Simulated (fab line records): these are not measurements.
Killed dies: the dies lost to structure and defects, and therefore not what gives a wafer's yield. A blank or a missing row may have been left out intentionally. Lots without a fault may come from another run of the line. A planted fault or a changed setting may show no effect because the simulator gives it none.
Chamber matching | flow nandHarc | 3 sister chambers for NHARC_A_CONTACT_DEP_85 on pecvd-02
The step deposits SiON, target thk 50 nm. 3 wafers are shown with their chamber, then 7 later ones without.

WAFERS, EACH WITH ITS CHAMBER
wafer  | chamber | showerheadVppV (V)
L084.5 | 1       | 1216
L085.1 | 0       | 1177
L085.4 | 2       | 1128

WAFERS WHOSE CHAMBER IS MISSING
wafer  | showerheadVppV (V)
L085.6 | 1158
L089.3 | 1178
L089.4 | 1122
L089.6 | 1242
L093.1 | 1125
L093.2 | 1232
L093.6 | 1189

THE CHAMBER EACH PASSED THROUGH
wafer  | from the rows above     | in truth
L085.6 | can't be placed: 0 or 2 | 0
L089.3 | 0                       | 0
L089.4 | 2                       | 2
L089.6 | 1                       | 1
L093.1 | 2                       | 2
L093.2 | 1                       | 1
L093.6 | can't be placed: 0 or 1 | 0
5 of 7 placed correctly. From these rows, 2 cannot be placed; in 2 the true chamber is one of the candidates. Number placed wrongly: 0.
How it was worked out, from the rows above alone: a wafer's distance from a chamber is the root of the sum, over the readings, of the square of ((its reading less the chamber's mean) divided by the reading's scatter). The wafer belongs to the nearest chamber; if the next one is less than 2 further off, it can't be placed. The mean given for a chamber averages the wafers shown for that chamber. The scatter: with one shown wafer a chamber, the root of the mean of the squares of how far each hidden wafer lies from its nearest shown one.
